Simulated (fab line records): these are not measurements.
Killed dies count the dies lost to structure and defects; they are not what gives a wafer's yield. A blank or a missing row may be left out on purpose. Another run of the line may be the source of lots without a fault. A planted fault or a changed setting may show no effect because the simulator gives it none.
Chamber matching || flow n5-finfet || N5_BEOL_M0_STRIP_140 on rie-diel-06: 4 sister chambers
The step strips in CF4. 8 wafers are shown with their chamber, then 12 later ones without.

WAFERS, EACH WITH ITS CHAMBER
{"wafer": "L080.2", "chamber": 1, "throttle-valve-pct (%)": 13.29, "showerhead-plenum-p-Torr (Torr)": 1.76}
{"wafer": "L089.1", "chamber": 3, "throttle-valve-pct (%)": 13.85, "showerhead-plenum-p-Torr (Torr)": 1.80}
{"wafer": "L090.1", "chamber": 0, "throttle-valve-pct (%)": 13.32, "showerhead-plenum-p-Torr (Torr)": 1.76}
{"wafer": "L090.2", "chamber": 3, "throttle-valve-pct (%)": 13.84, "showerhead-plenum-p-Torr (Torr)": 1.80}
{"wafer": "L090.3", "chamber": 2, "throttle-valve-pct (%)": 13.98, "showerhead-plenum-p-Torr (Torr)": 1.85}
{"wafer": "L092.4", "chamber": 2, "throttle-valve-pct (%)": 13.98, "showerhead-plenum-p-Torr (Torr)": 1.85}
{"wafer": "L092.5", "chamber": 1, "throttle-valve-pct (%)": 13.34, "showerhead-plenum-p-Torr (Torr)": 1.75}
{"wafer": "L092.6", "chamber": 0, "throttle-valve-pct (%)": 13.34, "showerhead-plenum-p-Torr (Torr)": 1.76}

WAFERS MISSING THEIR CHAMBER
{"wafer": "L093.1", "throttle-valve-pct (%)": 13.34, "showerhead-plenum-p-Torr (Torr)": 1.75}
{"wafer": "L093.4", "throttle-valve-pct (%)": 13.89, "showerhead-plenum-p-Torr (Torr)": 1.80}
{"wafer": "L093.6", "throttle-valve-pct (%)": 13.87, "showerhead-plenum-p-Torr (Torr)": 1.80}
{"wafer": "L094.1", "throttle-valve-pct (%)": 14.00, "showerhead-plenum-p-Torr (Torr)": 1.85}
{"wafer": "L094.2", "throttle-valve-pct (%)": 13.91, "showerhead-plenum-p-Torr (Torr)": 1.80}
{"wafer": "L094.3", "throttle-valve-pct (%)": 13.36, "showerhead-plenum-p-Torr (Torr)": 1.76}
{"wafer": "L096.1", "throttle-valve-pct (%)": 13.32, "showerhead-plenum-p-Torr (Torr)": 1.75}
{"wafer": "L096.3", "throttle-valve-pct (%)": 13.96, "showerhead-plenum-p-Torr (Torr)": 1.85}
{"wafer": "L096.4", "throttle-valve-pct (%)": 13.86, "showerhead-plenum-p-Torr (Torr)": 1.80}
{"wafer": "L097.1", "throttle-valve-pct (%)": 13.99, "showerhead-plenum-p-Torr (Torr)": 1.85}
{"wafer": "L097.3", "throttle-valve-pct (%)": 13.36, "showerhead-plenum-p-Torr (Torr)": 1.75}
{"wafer": "L097.6", "throttle-valve-pct (%)": 13.89, "showerhead-plenum-p-Torr (Torr)": 1.80}

WHICH CHAMBER EACH ONE RAN IN
{"wafer": "L093.1", "from the rows above": "can't be placed: 1 or 0", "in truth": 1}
{"wafer": "L093.4", "from the rows above": 3, "in truth": 3}
{"wafer": "L093.6", "from the rows above": 3, "in truth": 3}
{"wafer": "L094.1", "from the rows above": 2, "in truth": 2}
{"wafer": "L094.2", "from the rows above": 3, "in truth": 3}
{"wafer": "L094.3", "from the rows above": "can't be placed: 0 or 1", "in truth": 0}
{"wafer": "L096.1", "from the rows above": "can't be placed: 1 or 0", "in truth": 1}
{"wafer": "L096.3", "from the rows above": 2, "in truth": 2}
{"wafer": "L096.4", "from the rows above": 3, "in truth": 3}
{"wafer": "L097.1", "from the rows above": 2, "in truth": 2}
{"wafer": "L097.3", "from the rows above": "can't be placed: 1 or 0", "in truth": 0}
{"wafer": "L097.6", "from the rows above": 3, "in truth": 3}
Correct placement for 8 of the 12. Cannot be placed on the basis of these rows: 4; the candidates contain the true chamber in 4. Placed wrongly: 0.
How it was worked out, from the rows above alone: a wafer's distance from a chamber is the root of the sum, over the readings, of the square of ((its reading less the chamber's mean) divided by the reading's scatter). If the next closest chamber is less than 2 further off than the closest, the wafer can't be placed; otherwise it belongs to the closest. A chamber's mean is the mean of its shown wafers. The scatter: the root of (the sum of the squares of (reading less its chamber's mean) over the shown wafers, divided by (wafers less chambers)).
